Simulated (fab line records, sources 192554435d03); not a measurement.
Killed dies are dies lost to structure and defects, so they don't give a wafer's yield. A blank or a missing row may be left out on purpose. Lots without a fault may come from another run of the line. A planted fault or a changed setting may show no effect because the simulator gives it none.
Split-lot experiment | flow n5_finfet | 7 lots, 21 wafers read, on a route of 1938 steps

THE SPLIT
At N5_MOL_CONTACT_COAG_COAT_02 (resist thk 30 nm), the setting spin_rpm was moved away from the recipe's 1500 rpm on 8 of the 21 wafers read, by -9.8% to +5.2%. The other wafers ran this setting at the recipe's value.

FROM THE SPLIT TO THE READING: what the file shows between them, 5 steps
- N5_MOL_CONTACT_COAG_EBR_04
- N5_MOL_CONTACT_COAG_SOFTBAKE_03: time 60 s
- N5_MOL_CONTACT_COAG_EXPOSE_05: exposes mask CA, defocus 0 nm
- N5_MOL_CONTACT_COAG_PEB_06: peb time 60 s
- N5_MOL_CONTACT_COAG_DEVELOP_07: develop time 30 s

THE READING
CAR-EUV_of_MOL_CONTACT_COAG_COAT_02.thk_nm (the simulator's own value, which no gauge read), in nm, at N5_MOL_CONTACT_COAG_DESCUM_13 (chemistry O2, time 7 s). The file gives no usual value for it. The 13 wafers here that ran the recipe average 26.1 nm, standard deviation 0.1 nm.

wafer  | tool, chamber at the split | spin_rpm as run, rpm | against the recipe | CAR-EUV_of_MOL_CONTACT_COAG_COAT_02.thk_nm, nm | against lot-mates on the recipe
L075.1 | litho_track-02, 0          | 1500                 | recipe             | 26                                             | -
L075.5 | litho_track-02, 0          | 1500                 | recipe             | 26                                             | -
L075.2 | litho_track-02, 0          | 1500                 | recipe             | 26.2                                           | -
L080.1 | litho_track-02, 0          | 1578                 | +5.2%              | 25.6                                           | -0.6
L080.5 | litho_track-02, 0          | 1500                 | recipe             | 26.2                                           | -
L080.6 | litho_track-02, 0          | 1578                 | +5.2%              | 25.4                                           | -0.8
L082.1 | litho_track-02, 0          | 1451                 | -3.3%              | 26.6                                           | +0.4
L082.3 | litho_track-02, 0          | 1500                 | recipe             | 26.2                                           | -
L082.4 | litho_track-02, 0          | 1451                 | -3.3%              | 26.8                                           | +0.6
L084.1 | litho_track-02, 0          | 1500                 | recipe             | 26.2                                           | -
L084.2 | litho_track-02, 0          | 1500                 | recipe             | 26                                             | -
L084.4 | litho_track-02, 0          | 1500                 | recipe             | 26                                             | -
L085.1 | litho_track-04, 0          | 1360                 | -9.3%              | 27.6                                           | +1.6
L085.5 | litho_track-04, 0          | 1360                 | -9.3%              | 27.6                                           | +1.6
L085.6 | litho_track-04, 0          | 1500                 | recipe             | 26                                             | -
L089.3 | litho_track-05, 0          | 1353                 | -9.8%              | 27.4                                           | +1.4
L089.4 | litho_track-05, 0          | 1353                 | -9.8%              | 27.6                                           | +1.6
L089.6 | litho_track-05, 0          | 1500                 | recipe             | 26                                             | -
L094.1 | litho_track-04, 0          | 1500                 | recipe             | 26                                             | -
L094.4 | litho_track-04, 0          | 1500                 | recipe             | 26.2                                           | -
L094.6 | litho_track-04, 0          | 1500                 | recipe             | 26.2                                           | -

THE FIT
A straight line over all 21 wafers: CAR-EUV_of_MOL_CONTACT_COAG_COAT_02.thk_nm changes by -0.146 nm for each +1% of spin_rpm; r = -0.98; the points scatter about the line by 0.12 nm.
The same after taking each lot's own level away (the mean of its wafers on the recipe; 21 wafers): -0.157 nm for each +1%; r = -0.99; scatter 0.1 nm.
On that fit, the largest move of spin_rpm shifts the reading by 1.5 nm.
The lots' own levels span 26.00 to 26.20 nm, that is 2.0 times the standard deviation above.
So the lot-to-lot level changes the slope little: the two slopes agree.
Check: with one of the wafers moved furthest among these (-9.8%) left out of the fit, the line predicts +1.6 nm for it against its lot-mates. It came out at +1.4 nm against them.

OTHER SPLITS ON THESE WAFERS
These wafers also went through other splits before the reading. Each is held against what the fit with the lots' levels taken away leaves over:
other split on the same wafers        | wafers away from the commonest value | r with CAR-EUV_of_MOL_CONTACT_COAG_COAT_02.thk_nm (lot level and that fit taken away)
N5_SD_EPI_N_DEVELOP_08 develop_time_s | 5                                    | -0.26
N5_SDB_COAT_03 spin_rpm               | 8                                    | +0.40
N5_SDB_COAT_05 spin_rpm               | 7                                    | -0.13
N5_HKMG_FIN_HK_ALD_01 ald_cycles      | 6                                    | +0.38
N5_HKMG_FIN_COAT_41 temp_c            | 9                                    | +0.23

THE WHOLE CHAIN: every reading that the file lists as answering this split, in the file's order
step                           | what it does           | reading                                                                                     | change (the file's fit)               | r (the file's)
N5_MOL_CONTACT_COAG_COAT_02    | resist thk 30 nm       | CAR-EUV_of_MOL_CONTACT_COAG_COAT_02.thk_nm (the simulator's own value, which no gauge read) | -0.166 nm for each +1% of the setting | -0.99
N5_MOL_CONTACT_COAG_DEVELOP_07 | develop time 30 s      | CAR-EUV_of_MOL_CONTACT_COAG_COAT_02.thk_nm (the simulator's own value, which no gauge read) | -0.151 nm for each +1% of the setting | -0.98
N5_MOL_CONTACT_COAG_DESCUM_13  | chemistry O2, time 7 s | CAR-EUV_of_MOL_CONTACT_COAG_COAT_02.thk_nm (the simulator's own value, which no gauge read) | -0.158 nm for each +1% of the setting | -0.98

THE FILE'S OWN FIT
CAR-EUV_of_MOL_CONTACT_COAG_COAT_02.thk_nm changes by -0.158 nm for each +1% of spin_rpm, r = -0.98.
